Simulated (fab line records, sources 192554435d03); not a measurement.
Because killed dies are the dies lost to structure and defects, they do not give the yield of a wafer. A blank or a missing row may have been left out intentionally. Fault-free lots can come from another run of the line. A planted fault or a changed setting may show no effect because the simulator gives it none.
Chamber matching / flow n5_finfet / rie_diel-01 running N5_BEOL_M4_DESCUM_16: 4 sister chambers
The step chemistry O2, time 7 s. 4 wafers are shown with their chamber, then 8 later ones without.

## WAFERS, EACH WITH ITS CHAMBER
wafer=L083.1; chamber=1; drypump_motor_current_A (A)=6.1
wafer=L083.4; chamber=2; drypump_motor_current_A (A)=5.6
wafer=L083.5; chamber=3; drypump_motor_current_A (A)=6.7
wafer=L085.2; chamber=0; drypump_motor_current_A (A)=5.9

## WAFERS MISSING THEIR CHAMBER
wafer=L085.3; drypump_motor_current_A (A)=5.6
wafer=L085.4; drypump_motor_current_A (A)=6.7
wafer=L087.1; drypump_motor_current_A (A)=6.2
wafer=L087.5; drypump_motor_current_A (A)=5.9
wafer=L087.6; drypump_motor_current_A (A)=6.6
wafer=L088.1; drypump_motor_current_A (A)=6.2
wafer=L088.2; drypump_motor_current_A (A)=5.9
wafer=L088.5; drypump_motor_current_A (A)=5.9

## WHICH CHAMBER EACH ONE RAN IN
wafer=L085.3; from the rows above=2; in truth=2
wafer=L085.4; from the rows above=3; in truth=3
wafer=L087.1; from the rows above=1; in truth=1
wafer=L087.5; from the rows above=0; in truth=0
wafer=L087.6; from the rows above=3; in truth=3
wafer=L088.1; from the rows above=1; in truth=1
wafer=L088.2; from the rows above=0; in truth=0
wafer=L088.5; from the rows above=0; in truth=0
8 of 8 placed correctly. Can't be placed from these rows: 0. Number placed wrongly: 0.
How it was worked out, from the rows above alone: a wafer's distance from a chamber is the root of the sum, over the readings, of the square of ((its reading less the chamber's mean) divided by the reading's scatter). The wafer belongs to the nearest chamber; if the next one is less than 2 further off, it can't be placed. For every chamber, the mean is computed from those of its wafers that are shown. The scatter (one wafer shown for each chamber): square how far every hidden wafer sits from the nearest shown wafer, average those squares and take the square root.
